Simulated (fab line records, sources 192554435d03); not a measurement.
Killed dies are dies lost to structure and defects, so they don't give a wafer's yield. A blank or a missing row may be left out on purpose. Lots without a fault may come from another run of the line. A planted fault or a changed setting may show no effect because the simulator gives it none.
Chamber matching | flow n5_finfet | N5_BEOL_M8_ETCH_62 on rie_diel-04: 4 sister chambers
The step etches SOC in N2/H2, target depth 110 nm, overetch 22 nm, time 165 s. 8 wafers are shown with their chamber, then 7 later ones without.

WAFERS WITH THEIR CHAMBER
wafer  | chamber | drypump_motor_current_A (A) | oes_product_au (a.u.)
L733.2 | 0       | 6.7                         | 0.59
L736.4 | 1       | 5.3                         | 0.68
L736.5 | 0       | 6.7                         | 0.59
L737.5 | 1       | 5.3                         | 0.68
L739.3 | 3       | 5.9                         | 0.72
L739.5 | 3       | 5.8                         | 0.71
L740.2 | 2       | 5.5                         | 0.59
L740.4 | 2       | 5.5                         | 0.60

WAFERS WITHOUT THEIR CHAMBER
wafer  | drypump_motor_current_A (A) | oes_product_au (a.u.)
L740.6 | 5.3                         | 0.67
L744.1 | 5.5                         | 0.59
L744.2 | 5.9                         | 0.69
L744.6 | 6.7                         | 0.78
L753.2 | 6.7                         | 0.75
L753.3 | 5.5                         | 0.58
L753.4 | 5.9                         | 0.69

WHICH CHAMBER EACH WENT THROUGH
wafer  | from the rows above | in truth
L740.6 | 1                   | 1
L744.1 | 2                   | 2
L744.2 | 3                   | 3
L744.6 | 3                   | 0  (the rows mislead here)
L753.2 | 3                   | 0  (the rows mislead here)
L753.3 | 2                   | 2
L753.4 | 3                   | 3
Placed correctly: 5 of 7. Can't be placed from these rows: 0. Placed wrongly: 2.
How it was worked out, from the rows above alone: a wafer's distance from a chamber is the root of the sum, over the readings, of the square of ((its reading less the chamber's mean) divided by the reading's scatter). The wafer belongs to the nearest chamber; if the next one is less than 2 further off, it can't be placed. A chamber's mean is the mean of its shown wafers. The scatter: the root of (the sum of the squares of (reading less its chamber's mean) over the shown wafers, divided by (wafers less chambers)).
